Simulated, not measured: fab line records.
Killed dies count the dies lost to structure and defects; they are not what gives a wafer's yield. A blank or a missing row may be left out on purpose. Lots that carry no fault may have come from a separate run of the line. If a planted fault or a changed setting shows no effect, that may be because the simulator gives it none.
fab line records ; flow n5_finfet
record: lots: 11; wafers: 33; last_day: 18
route steps=1938 shown BEOL_M7@1299 PASSIVATION@1936
lots with no fault: from the same line, run without faults
start_h: start of the lot's first displayed wafer, in hours after the record's first day ; wait_h: hours since the lot's step before ; " the same as in the row above ; L1.1+2: a row that stands for several wafers ; - either no value or no given start ; * or withheld: withheld ; < > ~ a bound
route shown NAME@n: a module of which the file shows steps, and the number in the route of the first ; usual: mean/standard deviation of fault-free wafers ; same: alike in all rows ; chamber/n: place in a boat ; sites: readings site by site ; _std_site: the values' standard deviation ; _edge_site: inner sites' mean taken away from outer sites' mean ; radius_mm: for every site, how far away it sits from the centre of the wafer ; mask NAME#n: copy n ; behind: the most recent tool/chamber to have shaped the wafer ; hold: what put the lot on hold/how long, in hours/how the hold closed ; device: the n, p or np transistor that did not switch ; end of line: the same wafers' tests at the end of the route ; step lacking rows: just its recipe ; killed: dies lost to structure and defects at the first sort, not the wafer's yield ; map: dies across one wafer; x = killed, . = not, _ = none there
set.NAME: the setting that was run; set.NAME@STEP: the one run at that earlier step ; model.NAME: the simulator's own value behind a step, which no gauge read
one table for each step of the route and one row for each wafer, over a sample of lots
services: the hour from which a tool's chamber was out of use, counted from the record's first day as start_h (under 0 if before that day), plus the number of hours and why
== steps ==
step: N5_BEOL_M7_DESCUM_33
recipe: chemistry: O2; time_s: 7; source_power_w: 50; bias_power_w: 20; pressure_mtorr: 20; rf_frequency_hz: 2.712e+07; temp_c: 40; resist: CAR-EUV; o2_flow_sccm: 225
usual: drypump_motor_current_A: 5.8/0.67; oes_product_au: 0.76/0.078; rf_vpp_V: 243.4/1.5; showerhead_plenum_p_Torr: 2.09/0.079; throttle_valve_pct: 20.44/0.25
lot.wafer;tool;chamber;start_h;wait_h;drypump_motor_current_A;oes_product_au;rf_hours_counter_h;rf_vpp_V;showerhead_plenum_p_Torr;throttle_valve_pct
L693.1;rie_diel-01;0;190.85;0.1;5.0;0.77;162;246.0;2.18;20.75
L693.3;rie_diel-01;1;190.85;0.1;5.2;0.68;231;244.5;2.14;20.30
L693.5;rie_diel-01;2;190.85;0.1;5.6;0.75;-;244.0;2.10;20.71
L694.2;rie_diel-06;0;200.32;0.2;6.3;0.84;73;245.5;2.20;20.11
L694.4;rie_diel-06;2;200.32;0.2;6.5;0.93;7;241.6;2.05;20.00
L694.5;rie_diel-06;1;200.32;0.2;5.4;0.73;-;243.4;2.08;20.53
L703.1;rie_diel-06;0;234.82;0.2;6.4;0.82;85;245.5;2.19;20.11
L703.2;rie_diel-06;2;234.82;0.2;6.5;0.89;18;242.4;2.04;20.02
L703.4;rie_diel-06;3;234.82;0.2;5.5;0.71;186;243.0;2.06;20.40
L707.2;rie_diel-06;2;311.24;0.0;6.5;0.84;41;243.0;2.04;20.07
L707.3;rie_diel-06;3;311.24;0.0;5.5;0.70;208;244.4;2.05;20.41
L707.5;rie_diel-06;0;311.24;0.0;6.4;0.79;-;244.2;2.19;20.14
L714.2;rie_diel-05;2;315.18;0.0;5.3;0.68;241;244.6;2.14;20.48
L714.5;rie_diel-05;1;315.18;0.0;6.7;0.70;-;241.0;1.97;20.53
L714.6;rie_diel-05;0;315.18;0.0;6.7;0.68;-;242.9;1.96;20.80
L713.3;rie_diel-05;2;318.15;0.0;5.3;0.67;242;243.2;2.14;20.45
L713.4;rie_diel-05;1;318.15;0.0;6.7;0.71;199;242.1;1.97;20.52
L713.5;rie_diel-05;1;318.15;0.0;6.7;0.71;-;241.3;1.97;20.51
L711.2;rie_diel-06;2;334.96;0.0;6.5;0.83;46;243.4;2.03;20.06
L711.4;rie_diel-06;1;334.96;0.0;5.4;0.69;228;243.6;2.06;20.56
L711.6;rie_diel-06;3;334.96;0.0;5.5;0.70;-;242.8;2.05;20.44
L710.1;rie_diel-06;1;341.71;0.0;5.4;0.69;230;243.7;2.06;20.58
L710.2;rie_diel-06;2;341.71;0.0;6.5;0.84;47;242.1;2.03;20.06
L710.3;rie_diel-06;3;341.71;0.0;5.5;0.69;215;243.7;2.05;20.46
L712.2;rie_diel-06;2;347.70;0.3;6.5;0.83;48;243.3;2.03;20.08
L712.3;rie_diel-06;3;347.70;0.3;5.4;0.70;216;243.0;2.05;20.43
L712.6;rie_diel-06;0;347.70;0.3;6.4;0.77;-;245.0;2.18;20.18
L715.1;rie_diel-05;3;351.81;0.0;4.9;0.85;62;244.3;2.21;20.48
L715.4;rie_diel-05;1;351.81;0.0;6.7;0.69;204;241.1;1.97;20.53
L715.5;rie_diel-05;0;351.81;0.0;6.7;0.67;-;241.1;1.96;20.79
L705.3;rie_diel-06;2;360.05;0.1;6.5;0.83;52;242.2;2.03;20.08
L705.4;rie_diel-06;1;360.05;0.1;5.4;0.69;234;242.5;2.06;20.59
L705.5;rie_diel-06;2;360.05;0.1;6.5;0.83;-;242.3;2.03;20.08
step: N5_BEOL_M7_CURE_75
recipe: temp_c: 370; time_s: 120; ambient: DMADMS/He; material: SiCOH_lowk
usual: lamp_power_pct: 52.32/0.055; wafer_temp_C_max: 372.1/0.82
lot.wafer;tool;chamber;start_h;wait_h;lamp_power_pct;wafer_temp_C_max
L693.1;uv_cure-02;2;191.48;0.0;52.29;371.9
L693.3;uv_cure-02;2;191.48;0.0;52.22;371.7
L693.5;uv_cure-02;2;191.48;0.0;52.36;371.7
L694.2;uv_cure-01;1;200.99;0.1;52.28;371.6
L694.4;uv_cure-01;1;200.99;0.1;52.26;371.1
L694.5;uv_cure-01;1;200.99;0.1;52.36;371.0
L703.1;uv_cure-03;0;235.46;0.0;52.38;373.1
L703.2;uv_cure-03;0;235.46;0.0;52.32;372.8
L703.4;uv_cure-03;0;235.46;0.0;52.30;373.3
L707.2;uv_cure-01;1;311.91;0.1;52.39;371.9
L707.3;uv_cure-01;1;311.91;0.1;52.39;371.3
L707.5;uv_cure-01;1;311.91;0.1;52.29;370.9
L714.2;uv_cure-02;2;315.86;0.1;52.27;371.3
L714.5;uv_cure-02;2;315.86;0.1;52.29;371.0
L714.6;uv_cure-02;2;315.86;0.1;52.39;371.4
L713.3;uv_cure-02;2;318.87;0.1;52.39;371.9
L713.4;uv_cure-02;2;318.87;0.1;52.36;371.3
L713.5;uv_cure-02;2;318.87;0.1;52.27;371.4
L711.2;uv_cure-02;0;335.64;0.1;52.31;372.8
L711.4;uv_cure-02;0;335.64;0.1;52.41;371.4
L711.6;uv_cure-02;0;335.64;0.1;52.33;372.7
L710.1;uv_cure-02;1;342.34;0.0;52.29;372.3
L710.2;uv_cure-02;1;342.34;0.0;52.33;371.8
L710.3;uv_cure-02;1;342.34;0.0;52.27;372.0
L712.2;uv_cure-03;0;348.38;0.1;52.34;373.0
L712.3;uv_cure-03;0;348.38;0.1;52.30;372.4
L712.6;uv_cure-03;0;348.38;0.1;52.24;372.5
L715.1;uv_cure-03;1;352.43;0.0;52.37;372.1
L715.4;uv_cure-03;1;352.43;0.0;52.35;371.7
L715.5;uv_cure-03;1;352.43;0.0;52.35;371.7
L705.3;uv_cure-03;2;360.78;0.2;52.33;371.7
L705.4;uv_cure-03;2;360.78;0.2;52.29;371.2
L705.5;uv_cure-03;2;360.78;0.2;52.36;370.9
step: N5_BEOL_M7_ALD_77
recipe: material: TaN; target_thk_a: 20; temp_c: 275; ald_precursor_family: PDMAT; ald_co_reactant: NH3; pressure_torr: 3; carrier_flow_sccm: 1500; pulse_time_s: 2; purge_time_s: 3; co_reactant_purge_time_s: 2; co_reactant_pulse_time_s: 3; ald_cycles: 40; precursor_vessel_temp_c: 75; precursor_vessel_pressure_torr: 26.25; precursor_vessel_carrier_sccm: 1000
usual: heater_power_w: 406/44
lot.wafer;tool;chamber;start_h;wait_h;heater_power_w
L693.1;ald_metal-04;3;192.08;0.0;354
L693.3;ald_metal-04;0;192.08;0.0;446
L693.5;ald_metal-04;0;192.08;0.0;437
L694.2;ald_metal-03;0;201.47;0.1;365
L694.4;ald_metal-03;2;201.47;0.1;446
L694.5;ald_metal-03;0;201.47;0.1;373
L703.1;ald_metal-03;3;235.88;0.0;395
L703.2;ald_metal-03;2;235.88;0.0;451
L703.4;ald_metal-03;0;235.88;0.0;368
L707.2;ald_metal-01;3;312.69;0.0;465
L707.3;ald_metal-01;0;312.69;0.0;370
L707.5;ald_metal-01;1;312.69;0.0;390
L714.2;ald_metal-04;1;316.32;0.0;454
L714.5;ald_metal-04;2;316.32;0.0;342
L714.6;ald_metal-04;1;316.32;0.0;450
L713.3;ald_metal-01;2;319.43;0.1;402
L713.4;ald_metal-01;1;319.43;0.1;387
L713.5;ald_metal-01;3;319.43;0.1;456
L711.2;ald_metal-01;3;336.24;0.3;481
L711.4;ald_metal-01;0;336.24;0.3;361
L711.6;ald_metal-01;2;336.24;0.3;412
L710.1;ald_metal-04;3;342.98;0.0;358
L710.2;ald_metal-04;1;342.98;0.0;449
L710.3;ald_metal-04;0;342.98;0.0;442
L712.2;ald_metal-04;3;349.07;0.1;350
L712.3;ald_metal-04;2;349.07;0.1;347
L712.6;ald_metal-04;3;349.07;0.1;343
L715.1;ald_metal-04;0;353.31;0.1;435
L715.4;ald_metal-04;3;353.31;0.1;351
L715.5;ald_metal-04;3;353.31;0.1;357
L705.3;ald_metal-04;1;361.11;0.0;445
L705.4;ald_metal-04;3;361.11;0.0;351
L705.5;ald_metal-04;2;361.11;0.0;331
step: N5_BEOL_M7_SPUTTER_48
recipe: material: Cu; target_thk_a: 100; temp_c: -20; bias_v: 60; power_w: 26000; chamber_pressure_pa: 0.13; time_s: 1.667
usual: cathode_dc_power_W: 26000/4.2; throttle_valve_pct: 29.8/1.1
lot.wafer;tool;chamber;start_h;wait_h;cathode_dc_power_W;throttle_valve_pct
L693.1;pvd_sputter-02;-;192.73;0.2;26005;28.9
L693.3;pvd_sputter-02;-;192.73;0.2;25999;29.0
L693.5;pvd_sputter-02;-;192.73;0.2;26004;28.4
L694.2;pvd_sputter-03;-;202.10;0.1;26006;31.3
L694.4;pvd_sputter-03;-;202.10;0.1;26000;30.9
L694.5;pvd_sputter-03;-;202.10;0.1;25999;30.7
L703.1;pvd_sputter-03;-;236.35;0.1;25999;31.3
L703.2;pvd_sputter-03;-;236.35;0.1;25994;28.4
L703.4;pvd_sputter-03;-;236.35;0.1;21608;30.9
L707.2;pvd_sputter-01;-;313.20;0.1;25994;30.1
L707.3;pvd_sputter-01;-;313.20;0.1;26008;30.2
L707.5;pvd_sputter-01;-;313.20;0.1;25999;30.4
L714.2;pvd_sputter-01;-;318.48;1.5;25997;30.0
L714.5;pvd_sputter-01;-;318.48;1.5;26003;31.4
L714.6;pvd_sputter-01;-;318.48;1.5;26000;30.2
L713.3;pvd_sputter-03;-;320.02;0.1;25998;30.6
L713.4;pvd_sputter-03;-;320.02;0.1;25997;31.3
L713.5;pvd_sputter-03;-;320.02;0.1;25994;28.9
L711.2;pvd_sputter-03;-;338.07;0.1;26010;30.7
L711.4;pvd_sputter-03;-;338.07;0.1;25995;28.1
L711.6;pvd_sputter-03;-;338.07;0.1;25998;30.7
L710.1;pvd_sputter-01;-;343.54;0.1;25992;31.0
L710.2;pvd_sputter-01;-;343.54;0.1;25997;30.2
L710.3;pvd_sputter-01;-;343.54;0.1;25995;30.1
L712.2;pvd_sputter-03;-;351.50;1.8;26000;28.3
L712.3;pvd_sputter-03;-;351.50;1.8;26004;28.9
L712.6;pvd_sputter-03;-;351.50;1.8;25997;28.3
L715.1;pvd_sputter-02;-;353.85;0.1;26002;28.8
L715.4;pvd_sputter-02;-;353.85;0.1;26003;30.6
L715.5;pvd_sputter-02;-;353.85;0.1;25998;29.1
L705.3;pvd_sputter-03;-;365.15;3.0;25996;28.0
L705.4;pvd_sputter-03;-;365.15;3.0;25999;31.2
L705.5;pvd_sputter-03;-;365.15;3.0;26000;30.9
step: N5_PASSIVATION_PROBE_49
usual: defect_limited_yield: 91.0/1.5; killed_at_M0_to_M3: 32/9.6; killed_at_M4_up: 13/4.7; killed_at_contacts: 13/7.2; killed_at_front_end: 44/13; killed_at_other: 4/3.4; killed_dies: 106/18; killed_on_rim: 14/4.2; killed_open: 70/13; killed_short: 35/8; sort_bin_5_function: 5.3/0.97; sort_bin_6_memory: 3.4/0.73; sort_n_pass: 1074/18; sort_yield_pct: 91.0/1.5
same: gross_dies: 1180; killed_at_back_side: 0; sort_bin_4_leakage[%]: 0; sort_bin_8_speed[%]: 0
lot.wafer;tool;chamber;start_h;wait_h;defect_limited_yield[%];killed_at_M0_to_M3;killed_at_M4_up;killed_at_contacts;killed_at_front_end;killed_at_other;killed_dies;killed_on_rim;killed_open;killed_short;sort_bin_5_function[%];sort_bin_6_memory[%];sort_n_pass;sort_yield_pct[%]
L703.4;prober-02;-;296.38;0.4;91.5;26;21;15;35;3;100;20;68;30;4.4;4.0;1080;91.5
L713.3;prober-01;-;396.16;0.1;89.8;28;13;4;59;16;120;16;69;49;5.7;4.0;1060;89.8
L713.4;prober-01;-;396.21;0.2;91.2;23;16;28;31;6;104;11;69;34;5.0;3.2;1076;91.2
L713.5;prober-01;-;396.26;0.2;92.7;13;12;18;36;7;86;6;58;28;4.5;2.5;1094;92.7
killed by level:class
L703.4 MOL_CONTACT_COAG:geometric_particle:open=14 FIN_SAQP:geometric_particle:open=9 FIN_SAQP:geometric_particle:short=8 BEOL_M4:geometric_particle:open=8 BEOL_M0_SAQP:geometric_particle:short=6 BEOL_M3:geometric_particle:open=6 STI_FIN_REVEAL:geometric_particle:open=5 BEOL_M0_SAQP:geometric_particle:open=4
L713.3 FIN_SAQP:geometric_particle:open=17 FIN_SAQP:geometric_particle:short=12 GATE_CUT:geometric_particle:short=11 BEOL_M1:geometric_particle:open=9 STI_FIN_REVEAL:geometric_particle:open=5 BEOL_M5:geometric_particle:open=5 PASS1_DEP:geometric_particle:short=5 MIM_TOP_ETCH:geometric_particle:short=5
L713.4 MOL_CONTACT_COAG:geometric_particle:open=19 STI_FIN_REVEAL:geometric_particle:open=10 MOL_CONTACT_COAG:geometric_particle:short=9 FIN_SAQP:geometric_particle:short=6 BEOL_M2:geometric_particle:open=6 FIN_SAQP:geometric_particle:open=5 BEOL_M0_SAQP:geometric_particle:short=5 BEOL_M0_SAQP:geometric_particle:open=5
L713.5 MOL_CONTACT_COAG:geometric_particle:open=15 FIN_SAQP:geometric_particle:open=9 FIN_SAQP:geometric_particle:short=8 BEOL_M4:geometric_particle:open=7 STI_FIN_REVEAL:geometric_particle:open=4 BEOL_M2:geometric_particle:open=4 PASS1_CAP:geometric_particle:short=3 DUMMY_GATE:geometric_particle:open=3
== services ==
tool;chamber;start_h;hours;kind
rie_diel-05;2;167.42;14.2;repair
rie_diel-06;-;168.33;28.1;pm
uv_cure-02;-;173.56;2.8;pm
ald_metal-04;2;176.51;6.2;repair
ald_metal-01;-;231.08;2.8;pm
uv_cure-03;-;252.65;0.8;repair
rie_diel-05;-;253.99;4.3;pm
uv_cure-01;-;272.32;13.0;repair
pvd_sputter-01;-;273.00;6.9;repair
rie_diel-05;-;284.08;2.4;repair
ald_metal-03;3;287.03;5.3;repair
uv_cure-02;-;287.62;10.7;repair
uv_cure-01;-;287.82;0.8;repair
rie_diel-01;1;294.48;7.1;repair
pvd_sputter-01;-;303.61;2.6;repair
rie_diel-05;-;320.91;14.6;pm
ald_metal-01;1;328.35;30.4;repair
ald_metal-01;-;337.25;14.0;pm
ald_metal-01;0;337.25;14.0;vent_cycle
pvd_sputter-01;-;340.71;0.5;repair
rie_diel-05;0;348.78;2.5;repair
rie_diel-06;3;349.43;8.6;repair
pvd_sputter-01;-;361.77;2.6;repair
rie_diel-01;0;362.90;12.3;repair
== key ==
first_sign: step: N5_BEOL_M7_SPUTTER_48; reading: cathode_dc_power_W; direction: down; sigmas: 99+; usual: *; struck: *
effect none on later readings
met_at N5_BEOL_M7_SPUTTER_48
struck_lots L703
struck_wafers L703.4
not_acting_at N5_BEOL_M7_DESCUM_33,N5_BEOL_M7_CURE_75,N5_BEOL_M7_ALD_77
onset_between 202.10 236.35
fault: kind: process_parameter_drift; tool: pvd_sputter-03; chamber: -; onset_h: 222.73; steps: N5_BEOL_M7_SPUTTER_48; channel: power_w; offset: *; shape: step; end_h: 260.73; acts_in: *; stated: *; scope: struck_wafers_only
